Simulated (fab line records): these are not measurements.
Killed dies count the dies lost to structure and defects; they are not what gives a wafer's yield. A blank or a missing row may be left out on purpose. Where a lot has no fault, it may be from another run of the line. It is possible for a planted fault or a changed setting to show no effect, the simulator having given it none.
Which tool did it? / flow n5Finfet / route of 1938 steps, sampled at 1 step: 12 lots, 36 wafers

== WHAT EACH GAUGE READ, for each wafer ==
N5_BEOL_M3_CD_MEAS_28: target cd 25.7 nm, target cd y 23.3 nm.
lot=L075; measured=day 7 09:03; on=cdSem-01; cdNm (nm)=25.91 25.90 25.81
lot=L076; measured=day 7 17:58; on=cdSem-01; cdNm (nm)=25.61 25.60 25.49
lot=L079; measured=day 8 05:13; on=cdSem-02; cdNm (nm)=25.55 25.65 25.16
lot=L081; measured=day 8 22:48; on=cdSem-02; cdNm (nm)=25.75 25.75 26.07
lot=L083; measured=day 9 16:31; on=cdSem-01; cdNm (nm)=25.44 25.63 25.38
lot=L085; measured=day 10 11:47; on=cdSem-01; cdNm (nm)=25.04 25.40 25.72
lot=L087; measured=day 10 17:45; on=cdSem-03; cdNm (nm)=25.83 25.50 25.71
lot=L089; measured=day 10 19:38; on=cdSem-03; cdNm (nm)=25.73 25.75 25.88
lot=L092; measured=day 11 19:35; on=cdSem-01; cdNm (nm)=25.44 25.68 25.87
lot=L094; measured=day 12 05:27; on=cdSem-01; cdNm (nm)=25.34 25.76 25.95
lot=L096; measured=day 12 18:36; on=cdSem-01; cdNm (nm)=25.78 25.62 25.89
lot=L091; measured=day 13 04:00; on=cdSem-03; cdNm (nm)=25.64 25.46 25.57

== WHAT TOOL EACH LOT RAN ON (gives the tool, then ch and the chambers of the sampled wafers, and finally the start) ==
There is no process step in the record ahead of these readings.

== THE ANSWER, worked out from the rows above alone ==
Rule: the lots themselves supply what counts as usual. The widest of any qualifying gaps counts: lots, ordered by their means at a reading, are off when they make up no more than a third of the lots, leave a main group of 4 or more, and stand apart from it by 3 or more times the standard deviation of that group's means. A main group whose means are all the same, to the digits that the tables above print for the reading, isn't used. A lot without any number at a reading at which 4 lots or more have one is off too. All remaining lots with rows at the step are treated as sound.
No lot is off on any of the readings shown, so nothing can be concluded from this.

== WHAT THE SIMULATOR HAD PUT IN ==
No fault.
